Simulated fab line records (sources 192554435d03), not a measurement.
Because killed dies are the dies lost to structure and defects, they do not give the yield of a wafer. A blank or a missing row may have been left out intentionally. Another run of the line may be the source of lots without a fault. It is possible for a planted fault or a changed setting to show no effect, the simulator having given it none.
Chamber matching    flow n5 finfet    N5_GATE_CUT_CMP_02 on cmp-03 has 4 sister chambers
The step polishes, stops on SiO2, t overpolish 12.7 s, target thk 0 nm. 14 wafers are shown with their chamber, then 7 later ones without.

== WAFERS, EACH WITH ITS CHAMBER ==
wafer   chamber  motor current A (A)  time to endpoint s (s)  overpolish run s (s)
L075.3  3        9.4                  25.4                    12.705
L075.4  2        7.8                  30.1                    12.697
L075.6  3        9.0                  28.2                    12.694
L076.2  1        8.4                  27.1                    12.695
L076.3  3        9.2                  31.1                    12.695
L076.5  2        7.8                  32.5                    12.701
L077.2  3        8.6                  27.1                    12.716
L077.3  1        8.3                  25.8                    12.707
L077.5  3        8.6                  27.5                    12.696
L078.1  3        8.9                  26.3                    12.705
L078.2  0        10.1                 29.4                    12.700
L078.6  3        9.1                  28.0                    12.711
L081.2  2        7.5                  29.1                    12.694
L081.5  2        8.0                  29.9                    12.686

SIGNATURES (averages over the wafers above)
reading             chamber 0  chamber 1  chamber 2  chamber 3  scatter within a chamber
motor current A     10.100     8.350      7.775      8.971      0.258
time to endpoint s  29.400     26.450     30.400     27.657     1.64
overpolish run s    12.70000   12.70100   12.69450   12.70314   0.00792
Rule: a wafer lies at a distance from a chamber equal to the root of the sum of squares, over the readings, of (its reading less the chamber's mean, divided by the reading's scatter). If the next closest chamber is less than 2 further off than the closest, the wafer can't be placed; otherwise it belongs to the closest. The scatter is the square root of a quotient: the sum, over the shown wafers, of each reading's squared deviation from its chamber's mean, divided by wafers minus chambers.

== WAFERS MISSING THEIR CHAMBER ==
wafer   motor current A (A)  time to endpoint s (s)  overpolish run s (s)
L081.6  8.7                  28.1                    12.694
L089.3  7.9                  27.8                    12.709
L089.4  9.4                  26.9                    12.702
L089.5  9.7                  29.0                    12.699
L090.3  9.7                  29.6                    12.699
L090.4  8.5                  26.6                    12.709
L090.6  8.8                  28.0                    12.701

== WHICH CHAMBER EACH ONE RAN IN ==
wafer   from the rows above      in truth
L081.6  can't be placed: 3 or 1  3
L089.3  can't be placed: 1 or 2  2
L089.4  can't be placed: 3 or 0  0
L089.5  can't be placed: 0 or 3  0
L090.3  can't be placed: 0 or 3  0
L090.4  can't be placed: 1 or 3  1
L090.6  can't be placed: 3 or 1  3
Placed correctly: 0 of 7. Can't be placed from these rows: 7 (the true chamber is among the candidates in 7). 0 placed wrongly.
